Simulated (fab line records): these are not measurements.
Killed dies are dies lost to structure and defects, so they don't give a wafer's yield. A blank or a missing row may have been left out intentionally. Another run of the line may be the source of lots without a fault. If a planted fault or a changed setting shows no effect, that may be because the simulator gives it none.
Split-lot study | flow n5Finfet | route with 1938 steps; 7 lots, 21 wafers read

## ON THE SPLIT
At N5_HKMG_FIN_ETCH_54 (etches SiARC in CF4, target depth 45.5 nm, time 75.8 s), the setting biasW was moved away from the recipe's 36 W on 2 of the 21 wafers read, by -14.3% to +6.8%. All remaining wafers had this setting at the recipe value.

The reading is taken at the split's own step.

## THE READING
rfVppV, in V, at N5_HKMG_FIN_ETCH_54 (etches SiARC in CF4, target depth 45.5 nm, time 75.8 s). Fault-free wafers of this fab line usually give 184.2 V, standard deviation 1.2 V.

wafer  | tool, chamber at the split | biasW as run, W | against the recipe | rfVppV, V | against lot-mates on the recipe
L076.1 | rieDiel-06, 2              | 36              | recipe             | 184.6     | -
L076.3 | rieDiel-06, 0              | 36              | recipe             | 185.9     | -
L076.5 | rieDiel-06, 3              | 36              | recipe             | 185.1     | -
L077.2 | rieDiel-04, 3              | 30.85           | -14.3%             | 166.3     | -17.6
L077.3 | rieDiel-04, 1              | 36              | recipe             | 184.2     | -
L077.4 | rieDiel-04, 0              | 36              | recipe             | 183.6     | -
L080.1 | rieDiel-04, 3              | 36              | recipe             | 182.8     | -
L080.3 | rieDiel-04, 0              | 36              | recipe             | 182.8     | -
L080.6 | rieDiel-04, 3              | 36              | recipe             | 183.6     | -
L085.1 | rieDiel-01, 3              | 36              | recipe             | 183.5     | -
L085.3 | rieDiel-01, 1              | 36              | recipe             | 182.9     | -
L085.6 | rieDiel-01, 1              | 36              | recipe             | 183.7     | -
L088.2 | rieDiel-04, 0              | 36              | recipe             | 184.8     | -
L088.4 | rieDiel-04, 1              | 36              | recipe             | 185.1     | -
L088.6 | rieDiel-04, 1              | 36              | recipe             | 184.5     | -
L093.3 | rieDiel-06, 3              | 36              | recipe             | 182.9     | -
L093.4 | rieDiel-06, 0              | 38.44           | +6.8%              | 193.0     | +8.4
L093.6 | rieDiel-06, 1              | 36              | recipe             | 186.3     | -
L095.1 | rieDiel-01, 3              | 36              | recipe             | 185.6     | -
L095.2 | rieDiel-01, 2              | 36              | recipe             | 183.3     | -
L095.4 | rieDiel-01, 2              | 36              | recipe             | 183.1     | -

THE FIT
A straight line over all 21 wafers: rfVppV changes by +1.26 V for each +1% of biasW; r = +0.97; the points scatter about the line by 1.1 V.
The same after taking each lot's own level away (the mean of its wafers on the recipe; 21 wafers): +1.23 V for each +1%; r = +0.98; scatter 0.78 V.
The reading moves by 18 V for the largest change in biasW, on that fit.
Across the lots, their own levels run from 183.07 to 185.20 V, a range of 1.8 times the standard deviation given above.
The two slopes are in agreement: the lot-to-lot level therefore moves the slope only a little.
Check: with one of the wafers moved furthest among these (-14.3%) left out of the fit, the line predicts -17.7 V for it against its lot-mates. It came out at -17.6 V against them.
Tool readings at the split's step, against how far the setting was moved: rfVppV r = +0.97.

## FURTHER SPLITS ON THESE WAFERS
Before the reading, these wafers also passed through other splits. Each is held against what the fit with the lots' levels taken away leaves over:
other split on the same wafers    | wafers away from the commonest value | r with rfVppV (lot level and that fit taken away)
N5_ZERO_LAYER_ETCH_18 icpW        | 9                                    | +0.20
N5_WELL_APT_COAT_02 spinRpm       | 11                                   | -0.17
N5_FIN_CUT_COAT_19 spinRpm        | 6                                    | +0.15
N5_FIN_CUT_EXPOSE_05 doseMj       | 6                                    | -0.28
N5_FIN_CUT_CUT_ETCH_15 timeS      | 9                                    | +0.03
N5_SD_EPI_N_PEB_07 pebTempC       | 7                                    | +0.34
N5_SD_EPI_N_EPI_21 epiGrowthTimeS | 7                                    | -0.22
N5_HKMG_FIN_COAT_41 spinRpm       | 7                                    | +0.22
N5_HKMG_FIN_COAT_43 spinRpm       | 7                                    | -0.17

## THE FILE'S OWN FIT
rfVppV changes by +1.23 V for each +1% of biasW, r = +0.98.
